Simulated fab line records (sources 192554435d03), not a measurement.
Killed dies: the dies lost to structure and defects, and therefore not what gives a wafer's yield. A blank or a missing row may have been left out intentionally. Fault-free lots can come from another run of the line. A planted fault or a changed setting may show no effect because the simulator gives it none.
The same fault as seen by 2 desks || flow n5-finfet || numbers are kept per desk, each desk with only its own; the story behind them comes last

AT THE TOOL OWNER'S DESK: rie-diel-06
The tool's own readings at N5_BEOL_M12_TRENCH_ETCH_34 (etches SiOC in C4F8/O2/Ar, target depth 318.95 nm, time 125.5 s): means of the sampled wafers that have a number, for each lot that ran on this tool. Marked OUT: a lot whose mean sits more than 4 standard deviations from the usual mean, which makes it out of limits; the brackets give that distance.
Columns: A = drypump-motor-current-A at N5_BEOL_M12_TRENCH_ETCH_34, usual 5.6 A; B = oes-product-au at N5_BEOL_M12_TRENCH_ETCH_34, usual 0.83 a.u.; C = rf-vpp-V at N5_BEOL_M12_TRENCH_ETCH_34, usual 667.0 V; D = showerhead-plenum-p-Torr at N5_BEOL_M12_TRENCH_ETCH_34, usual 3.47 Torr; E = throttle-valve-pct at N5_BEOL_M12_TRENCH_ETCH_34, usual 23.93 %
{"lot": "L723", "first seen here": "day 11 19:30", "A": 5.5, "B": 0.86, "C": 667.3, "D": 3.45, "E": 23.82}
{"lot": "L729", "first seen here": "day 13 20:37", "A": 5.5, "B": 0.88, "C": 667.8, "D": 3.46, "E": 23.66}
{"lot": "L737", "first seen here": "day 16 03:28", "A": 5.4, "B": 0.86, "C": 668.4, "D": 3.52, "E": 23.83}
{"lot": "L735", "first seen here": "day 16 11:02", "A": 5.3, "B": 0.81, "C": 665.9, "D": 3.42, "E": 23.76}
{"lot": "L736", "first seen here": "day 16 12:35", "A": 5.4, "B": 0.80, "C": 667.8, "D": 3.48, "E": 24.21}
{"lot": "L740", "first seen here": "day 17 02:34", "A": 5.0, "B": 0.86, "C": 669.2, "D": 3.56, "E": 23.78}
This desk found nothing out of limits on any of the 6 lots.

THE METROLOGY DESK
Lot by lot, what the gauges showed, no matter which tool ran the lot: averages of those sampled wafers that carry a number. Marked OUT: a lot whose mean sits more than 4 standard deviations from the usual mean, which makes it out of limits; the brackets give that distance. It has 27 readings, of which 7 appear: the earliest out of limits, and the ones furthest out on some lot.
Columns: A = trench-depth-nm at N5_BEOL_M12_OCD_MEAS_35, usual 319 nm; B = M12_THK at N5_BEOL_M12_THK_MEAS_50, usual 314 nm; C = M12_RS at N5_BEOL_M12_RS_MEAS_54, usual 0.0601 ohm/sq; D = SERP_M12 at N5_BEOL_M15_RC_MEAS_101, usual 0.633 ohm/um; E = SERP_M12_max_site at N5_BEOL_M15_RC_MEAS_101, usual 0.646 ohm/um; F = SERP_M8 at N5_BEOL_M15_RC_MEAS_101, usual 13.9 ohm/um; G = SERP_M9 at N5_BEOL_M15_RC_MEAS_101, usual 3.03 ohm/um
{"lot": "L723", "first seen here": "day 11 17:46", "A": 314, "B": 307, "C": 0.0608, "D": 0.640, "E": 0.650, "F": 13.8, "G": 2.97}
{"lot": "L729", "first seen here": "day 13 19:17", "A": "296 (-4.6) OUT", "B": "289 (-4.1) OUT", "C": "0.0652 (+5.2) OUT", "D": 0.691, "E": 0.708, "F": 14.3, "G": 3.07}
{"lot": "L737", "first seen here": "day 16 02:00", "A": 318, "B": 314, "C": 0.0603, "D": 0.652, "E": 0.665, "F": 13.5, "G": 3.08}
{"lot": "L735", "first seen here": "day 16 09:37", "A": 321, "B": 316, "C": 0.0596, "D": 0.633, "E": 0.645, "F": 13.4, "G": 2.97}
{"lot": "L736", "first seen here": "day 16 11:12", "A": 317, "B": 312, "C": 0.0604, "D": 0.627, "E": 0.642, "F": 13.6, "G": 3.19}
{"lot": "L740", "first seen here": "day 17 01:04", "A": 320, "B": 318, "C": 0.0598, "D": 0.630, "E": 0.640, "F": 13.7, "G": 3.02}
{"lot": "L743", "first seen here": "day 17 07:26", "A": 319, "B": 321, "C": 0.0603, "D": 0.636, "E": 0.649, "F": 12.8, "G": 3.03}
This desk's finding: out of limits on L729; first on L729, day 13 20:47 (trench-depth-nm at N5_BEOL_M12_OCD_MEAS_35). Within limits: L723, L737, L735, L736, L740, L743.

PUT TOGETHER
L729 would have let the metrology desk raise an alarm at day 13 20:47.
The tool owner's desk saw nothing out of limits.
On record at the tool owner's desk: L729, within its limits.
The lots listed all ran N5_BEOL_M12_TRENCH_ETCH_34 on rie-diel-06.

WHAT HAD BEEN PUT IN BY THE SIMULATOR
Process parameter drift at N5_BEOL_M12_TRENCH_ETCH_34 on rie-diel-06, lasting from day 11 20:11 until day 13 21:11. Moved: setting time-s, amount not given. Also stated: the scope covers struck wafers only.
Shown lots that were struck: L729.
Hours from the fault's start to each desk's first reading out of limits: the metrology desk, 49.
